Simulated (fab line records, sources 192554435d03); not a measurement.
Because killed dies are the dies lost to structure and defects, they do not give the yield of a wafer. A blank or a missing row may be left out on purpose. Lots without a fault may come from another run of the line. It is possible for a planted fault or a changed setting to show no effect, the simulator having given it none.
Chamber matching | flow n5_finfet | 4 sister chambers for N5_GATE_CUT_ETCH_37 on rie_diel-04
The step etches SOC in N2/H2, target depth 60 nm, overetch 12 nm, time 90 s. 14 wafers are shown with their chamber, then 7 later ones without.

== EACH WAFER AND ITS CHAMBER ==
wafer  | chamber | drypump_motor_current_A (A) | showerhead_plenum_p_Torr (Torr) | rf_vpp_V (V)
L080.2 | 3       | 6.0                         | 2.50                            | 521.5
L080.4 | 0       | 6.4                         | 2.35                            | 519.0
L080.5 | 1       | 6.2                         | 2.58                            | 526.4
L082.1 | 2       | 5.5                         | 2.60                            | 525.3
L082.2 | 0       | 6.4                         | 2.35                            | 519.3
L082.6 | 0       | 6.4                         | 2.35                            | 518.1
L087.1 | 0       | 6.4                         | 2.35                            | 519.5
L087.2 | 1       | 6.2                         | 2.57                            | 524.9
L087.3 | 3       | 6.0                         | 2.50                            | 522.9
L089.4 | 0       | 6.3                         | 2.34                            | 520.0
L089.5 | 1       | 6.2                         | 2.57                            | 523.6
L089.6 | 3       | 6.0                         | 2.50                            | 521.9
L092.1 | 2       | 5.5                         | 2.59                            | 526.2
L092.4 | 1       | 6.2                         | 2.57                            | 525.0

SIGNATURES (means of the wafers above)
reading                  | chamber 0 | chamber 1 | chamber 2 | chamber 3 | scatter within a chamber
drypump_motor_current_A  | 6.380     | 6.200     | 5.500     | 6.000     | 0.0283
showerhead_plenum_p_Torr | 2.3480    | 2.5725    | 2.5950    | 2.5000    | 0.00453
rf_vpp_V                 | 519.180   | 524.975   | 525.750   | 522.100   | 0.858
Rule: a wafer lies at a distance from a chamber equal to the root of the sum of squares, over the readings, of (its reading less the chamber's mean, divided by the reading's scatter). If the next closest chamber is less than 2 further off than the closest, the wafer can't be placed; otherwise it belongs to the closest. How the scatter is found: for the shown wafers, subtract from each reading the mean of its chamber, square and add these, divide the total by (wafers less chambers), then take the root.

== WAFERS MISSING THEIR CHAMBER ==
wafer  | drypump_motor_current_A (A) | showerhead_plenum_p_Torr (Torr) | rf_vpp_V (V)
L092.5 | 6.0                         | 2.49                            | 523.3
L097.2 | 6.2                         | 2.56                            | 523.5
L097.3 | 6.0                         | 2.49                            | 521.2
L097.5 | 5.5                         | 2.59                            | 524.7
L096.3 | 6.1                         | 2.49                            | 522.1
L096.4 | 6.3                         | 2.34                            | 518.1
L096.6 | 6.2                         | 2.56                            | 524.2

== CHAMBER TAKEN BY EACH ==
wafer  | from the rows above | in truth
L092.5 | 3                   | 3
L097.2 | 1                   | 1
L097.3 | 3                   | 3
L097.5 | 2                   | 2
L096.3 | 3                   | 3
L096.4 | 0                   | 0
L096.6 | 1                   | 1
Correctly placed: 7 of 7. Not placeable from these rows: 0. Wrongly placed: 0.
